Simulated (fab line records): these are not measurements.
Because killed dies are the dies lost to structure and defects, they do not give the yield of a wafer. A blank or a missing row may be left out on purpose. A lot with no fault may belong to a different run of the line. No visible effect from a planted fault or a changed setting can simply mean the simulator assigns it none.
Matching of chambers -- flow nandHarc -- NHARC_A_BLC_DESCUM_15 on rieDiel-11: 4 sister chambers
The step chemistry O2, time 3 s. 8 wafers are shown with their chamber, then 9 later ones without.

## WAFERS PAIRED WITH THEIR CHAMBERS
wafer,chamber,showerheadPlenumPTorr (Torr),oesProductAu (a.u.)
L527.2,3,1.84,1.002
L527.3,0,1.99,0.994
L526.1,0,1.99,0.981
L526.3,1,1.83,0.994
L526.4,3,1.84,0.990
L532.3,1,1.83,0.996
L532.4,2,1.97,1.003
L532.6,2,1.96,0.995

## WAFERS WITH NO CHAMBER GIVEN
wafer,showerheadPlenumPTorr (Torr),oesProductAu (a.u.)
L533.4,1.83,1.003
L533.5,1.83,0.993
L533.6,1.99,0.978
L537.2,1.84,0.996
L537.3,1.99,0.994
L537.4,1.96,1.011
L541.1,1.84,0.980
L541.2,1.83,1.001
L541.4,1.96,0.997

## WHICH CHAMBER EACH ONE RAN IN
wafer,from the rows above,in truth
L533.4,can't be placed: 1 or 3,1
L533.5,1,1
L533.6,0,0
L537.2,3,3
L537.3,0,0
L537.4,2,2
L541.1,can't be placed: 3 or 1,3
L541.2,1,1
L541.4,2,2
Correct placement for 7 of the 9. Unplaceable from these rows: 2, with the true chamber sitting among the candidates in 2. Number placed wrongly: 0.
How it was worked out, from the rows above alone: a wafer's distance from a chamber is the root of the sum, over the readings, of the square of ((its reading less the chamber's mean) divided by the reading's scatter). If the next closest chamber is less than 2 further off than the closest, the wafer can't be placed; otherwise it belongs to the closest. Each chamber's mean is taken over the wafers shown for it. The scatter: take each reading less its chamber's mean, square it, sum over the shown wafers, divide by the number of wafers less the number of chambers, and take the root.
